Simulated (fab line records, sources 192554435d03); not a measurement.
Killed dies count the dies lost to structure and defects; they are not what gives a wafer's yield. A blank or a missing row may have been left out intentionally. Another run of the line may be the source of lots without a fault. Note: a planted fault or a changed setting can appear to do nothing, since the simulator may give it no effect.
Matching of chambers :: flow n5Finfet :: N5_BEOL_M6_CURE_74 on uvCure-02 has 3 sister chambers
The step cures SiCOH lowk, time 240 s. 6 wafers are shown with their chamber, then 9 later ones without.

## WAFERS WITH THEIR CHAMBER
wafer: L075.5
chamber: 2
wafer_temp_C_max: 387.0
lampPowerPct (%): 52.26

wafer: L075.6
chamber: 2
wafer_temp_C_max: 386.9
lampPowerPct (%): 52.38

wafer: L083.3
chamber: 0
wafer_temp_C_max: 386.9
lampPowerPct (%): 52.31

wafer: L083.4
chamber: 0
wafer_temp_C_max: 386.3
lampPowerPct (%): 52.31

wafer: L091.3
chamber: 1
wafer_temp_C_max: 386.9
lampPowerPct (%): 52.32

wafer: L091.4
chamber: 1
wafer_temp_C_max: 386.5
lampPowerPct (%): 52.24

## WAFERS WHOSE CHAMBER IS MISSING
wafer: L091.2
wafer_temp_C_max: 387.6
lampPowerPct (%): 52.29

wafer: L091.5
wafer_temp_C_max: 386.8
lampPowerPct (%): 52.28

wafer: L091.6
wafer_temp_C_max: 386.5
lampPowerPct (%): 52.27

wafer: L090.2
wafer_temp_C_max: 387.0
lampPowerPct (%): 52.33

wafer: L090.3
wafer_temp_C_max: 386.6
lampPowerPct (%): 52.23

wafer: L090.5
wafer_temp_C_max: 386.4
lampPowerPct (%): 52.33

wafer: L095.2
wafer_temp_C_max: 387.3
lampPowerPct (%): 52.31

wafer: L095.4
wafer_temp_C_max: 387.0
lampPowerPct (%): 52.38

wafer: L095.5
wafer_temp_C_max: 387.0
lampPowerPct (%): 52.26

## THE CHAMBER EACH PASSED THROUGH
wafer: L091.2
from the rows above: can't be placed: 2 or 1 or 0
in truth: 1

wafer: L091.5
from the rows above: can't be placed: 1 or 0 or 2
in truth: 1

wafer: L091.6
from the rows above: can't be placed: 1 or 0 or 2
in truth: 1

wafer: L090.2
from the rows above: can't be placed: 2 or 1 or 0
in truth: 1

wafer: L090.3
from the rows above: can't be placed: 1 or 0 or 2
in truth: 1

wafer: L090.5
from the rows above: can't be placed: 0 or 1 or 2
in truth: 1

wafer: L095.2
from the rows above: can't be placed: 2 or 1 or 0
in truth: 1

wafer: L095.4
from the rows above: can't be placed: 2 or 0 or 1
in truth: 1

wafer: L095.5
from the rows above: can't be placed: 2 or 1 or 0
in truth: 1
Correct placement for 0 of the 9. Unplaceable from these rows: 9, with the true chamber sitting among the candidates in 9. 0 placed wrongly.
How it was worked out, from the rows above alone: a wafer's distance from a chamber is the root of the sum, over the readings, of the square of ((its reading less the chamber's mean) divided by the reading's scatter). The wafer belongs to the nearest chamber; if the next one is less than 2 further off, it can't be placed. A chamber's mean is the mean of its shown wafers. The scatter: the root of (the sum of the squares of (reading less its chamber's mean) over the shown wafers, divided by (wafers less chambers)).
